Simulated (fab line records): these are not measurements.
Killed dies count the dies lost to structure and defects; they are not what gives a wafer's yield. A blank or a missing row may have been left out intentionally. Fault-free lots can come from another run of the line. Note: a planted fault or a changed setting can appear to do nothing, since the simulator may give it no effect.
Chamber matching :: flow nand-harc :: rie-diel-08 running NHARC_A_M1_DESCUM_14: 4 sister chambers
The step chemistry O2, time 3 s. 22 wafers are shown with their chamber, then 11 later ones without.

## WAFERS, EACH WITH ITS CHAMBER
wafer: L076.2
chamber: 0
showerhead-plenum-p-Torr (Torr): 2.05
drypump-motor-current-A (A): 6.4
oes-product-au (a.u.): 1.013

wafer: L076.5
chamber: 3
showerhead-plenum-p-Torr (Torr): 1.95
drypump-motor-current-A (A): 5.9
oes-product-au (a.u.): 1.002

wafer: L076.6
chamber: 2
showerhead-plenum-p-Torr (Torr): 2.07
drypump-motor-current-A (A): 6.2
oes-product-au (a.u.): 0.992

wafer: L074.2
chamber: 1
showerhead-plenum-p-Torr (Torr): 2.00
drypump-motor-current-A (A): 6.5
oes-product-au (a.u.): 1.020

wafer: L074.3
chamber: 3
showerhead-plenum-p-Torr (Torr): 1.95
drypump-motor-current-A (A): 5.9
oes-product-au (a.u.): 1.003

wafer: L074.6
chamber: 0
showerhead-plenum-p-Torr (Torr): 2.05
drypump-motor-current-A (A): 6.4
oes-product-au (a.u.): 1.006

wafer: L077.3
chamber: 2
showerhead-plenum-p-Torr (Torr): 2.07
drypump-motor-current-A (A): 6.2
oes-product-au (a.u.): 0.981

wafer: L077.5
chamber: 1
showerhead-plenum-p-Torr (Torr): 2.00
drypump-motor-current-A (A): 6.5
oes-product-au (a.u.): 1.012

wafer: L077.6
chamber: 0
showerhead-plenum-p-Torr (Torr): 2.05
drypump-motor-current-A (A): 6.4
oes-product-au (a.u.): 0.997

wafer: L081.1
chamber: 1
showerhead-plenum-p-Torr (Torr): 2.00
drypump-motor-current-A (A): 6.5
oes-product-au (a.u.): 0.997

wafer: L081.2
chamber: 0
showerhead-plenum-p-Torr (Torr): 2.05
drypump-motor-current-A (A): 6.4
oes-product-au (a.u.): 0.998

wafer: L081.6
chamber: 1
showerhead-plenum-p-Torr (Torr): 2.00
drypump-motor-current-A (A): 6.5
oes-product-au (a.u.): 0.997

wafer: L082.2
chamber: 1
showerhead-plenum-p-Torr (Torr): 2.00
drypump-motor-current-A (A): 6.5
oes-product-au (a.u.): 1.004

wafer: L082.4
chamber: 2
showerhead-plenum-p-Torr (Torr): 2.07
drypump-motor-current-A (A): 6.2
oes-product-au (a.u.): 0.996

wafer: L082.6
chamber: 3
showerhead-plenum-p-Torr (Torr): 1.95
drypump-motor-current-A (A): 5.9
oes-product-au (a.u.): 1.007

wafer: L085.1
chamber: 1
showerhead-plenum-p-Torr (Torr): 2.00
drypump-motor-current-A (A): 6.5
oes-product-au (a.u.): 1.016

wafer: L085.5
chamber: 0
showerhead-plenum-p-Torr (Torr): 2.05
drypump-motor-current-A (A): 6.4
oes-product-au (a.u.): 1.007

wafer: L085.6
chamber: 3
showerhead-plenum-p-Torr (Torr): 1.94
drypump-motor-current-A (A): 5.9
oes-product-au (a.u.): 0.994

wafer: L086.1
chamber: 3
showerhead-plenum-p-Torr (Torr): 1.95
drypump-motor-current-A (A): 5.9
oes-product-au (a.u.): 1.004

wafer: L086.2
chamber: 2
showerhead-plenum-p-Torr (Torr): 2.06
drypump-motor-current-A (A): 6.3
oes-product-au (a.u.): 0.992

wafer: L086.3
chamber: 0
showerhead-plenum-p-Torr (Torr): 2.05
drypump-motor-current-A (A): 6.4
oes-product-au (a.u.): 1.015

wafer: L086.4
chamber: 1
showerhead-plenum-p-Torr (Torr): 2.00
drypump-motor-current-A (A): 6.5
oes-product-au (a.u.): 1.013

SIGNATURES (means of the wafers above)
reading: showerhead-plenum-p-Torr
chamber 0: 2.0500
chamber 1: 2.0000
chamber 2: 2.0675
chamber 3: 1.9480
scatter within a chamber: 0.00293

reading: drypump-motor-current-A
chamber 0: 6.400
chamber 1: 6.500
chamber 2: 6.225
chamber 3: 5.900
scatter within a chamber: 0.0204

reading: oes-product-au
chamber 0: 1.00600
chamber 1: 1.00843
chamber 2: 0.99025
chamber 3: 1.00200
scatter within a chamber: 0.00746
Rule: a wafer lies at a distance from a chamber equal to the root of the sum of squares, over the readings, of (its reading less the chamber's mean, divided by the reading's scatter). If the next closest chamber is less than 2 further off than the closest, the wafer can't be placed; otherwise it belongs to the closest. How the scatter is found: for the shown wafers, subtract from each reading the mean of its chamber, square and add these, divide the total by (wafers less chambers), then take the root.

## WAFERS WITHOUT THEIR CHAMBER
wafer: L086.5
showerhead-plenum-p-Torr (Torr): 2.07
drypump-motor-current-A (A): 6.3
oes-product-au (a.u.): 0.991

wafer: L086.6
showerhead-plenum-p-Torr (Torr): 1.95
drypump-motor-current-A (A): 5.9
oes-product-au (a.u.): 1.003

wafer: L090.1
showerhead-plenum-p-Torr (Torr): 1.95
drypump-motor-current-A (A): 5.9
oes-product-au (a.u.): 0.994

wafer: L090.3
showerhead-plenum-p-Torr (Torr): 2.07
drypump-motor-current-A (A): 6.3
oes-product-au (a.u.): 0.981

wafer: L090.5
showerhead-plenum-p-Torr (Torr): 1.94
drypump-motor-current-A (A): 5.9
oes-product-au (a.u.): 0.994

wafer: L089.2
showerhead-plenum-p-Torr (Torr): 2.00
drypump-motor-current-A (A): 6.5
oes-product-au (a.u.): 1.002

wafer: L089.3
showerhead-plenum-p-Torr (Torr): 1.95
drypump-motor-current-A (A): 5.9
oes-product-au (a.u.): 1.009

wafer: L089.5
showerhead-plenum-p-Torr (Torr): 1.94
drypump-motor-current-A (A): 5.9
oes-product-au (a.u.): 1.007

wafer: L092.1
showerhead-plenum-p-Torr (Torr): 2.00
drypump-motor-current-A (A): 6.5
oes-product-au (a.u.): 1.000

wafer: L092.4
showerhead-plenum-p-Torr (Torr): 2.05
drypump-motor-current-A (A): 6.4
oes-product-au (a.u.): 1.010

wafer: L092.6
showerhead-plenum-p-Torr (Torr): 2.00
drypump-motor-current-A (A): 6.5
oes-product-au (a.u.): 1.002

## WHICH CHAMBER EACH ONE RAN IN
wafer: L086.5
from the rows above: 2
in truth: 2

wafer: L086.6
from the rows above: 3
in truth: 3

wafer: L090.1
from the rows above: 3
in truth: 3

wafer: L090.3
from the rows above: 2
in truth: 2

wafer: L090.5
from the rows above: 3
in truth: 3

wafer: L089.2
from the rows above: 1
in truth: 1

wafer: L089.3
from the rows above: 3
in truth: 3

wafer: L089.5
from the rows above: 3
in truth: 3

wafer: L092.1
from the rows above: 1
in truth: 1

wafer: L092.4
from the rows above: 0
in truth: 0

wafer: L092.6
from the rows above: 1
in truth: 1
Correctly placed: 11 of 11. From these rows, 0 cannot be placed. Number placed wrongly: 0.
